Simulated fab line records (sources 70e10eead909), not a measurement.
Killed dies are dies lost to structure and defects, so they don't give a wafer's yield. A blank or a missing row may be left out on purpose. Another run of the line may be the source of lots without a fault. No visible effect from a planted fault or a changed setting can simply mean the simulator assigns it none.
Chamber matching | flow nand harc | NHARC_THIN_TSV_DEP_47 on pecvd-04 has 3 sister chambers
The step deposits SiO2, target thk 200 nm. 6 wafers are shown with their chamber, then 8 later ones without.

## EACH WAFER AND ITS CHAMBER
wafer  | chamber | throttle valve pct (%)
L581.5 | 1       | 16.6
L581.6 | 2       | 16.4
L585.1 | 0       | 15.3
L585.4 | 1       | 17.1
L585.5 | 0       | 15.5
L586.1 | 2       | 15.6

## WAFERS WITH NO CHAMBER GIVEN
wafer  | throttle valve pct (%)
L586.2 | 15.2
L586.5 | 15.6
L588.1 | 15.3
L588.3 | 17.0
L588.4 | 15.9
L591.1 | 15.9
L591.3 | 17.4
L591.5 | 15.5

## WHICH CHAMBER EACH ONE RAN IN
wafer  | from the rows above     | in truth
L586.2 | can't be placed: 0 or 2 | 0
L586.5 | can't be placed: 0 or 2 | 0
L588.1 | can't be placed: 0 or 2 | 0
L588.3 | 1                       | 1
L588.4 | can't be placed: 2 or 0 | 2
L591.1 | can't be placed: 2 or 0 | 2
L591.3 | 1                       | 1
L591.5 | can't be placed: 0 or 2 | 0
Correctly placed: 2 of 8. Cannot be placed on the basis of these rows: 6; the candidates contain the true chamber in 6. Wrongly placed: 0.
How it was worked out, from the rows above alone: a wafer's distance from a chamber is the root of the sum, over the readings, of the square of ((its reading less the chamber's mean) divided by the reading's scatter). If the next closest chamber is less than 2 further off than the closest, the wafer can't be placed; otherwise it belongs to the closest. For every chamber, the mean is computed from those of its wafers that are shown. The scatter is the square root of a quotient: the sum, over the shown wafers, of each reading's squared deviation from its chamber's mean, divided by wafers minus chambers.
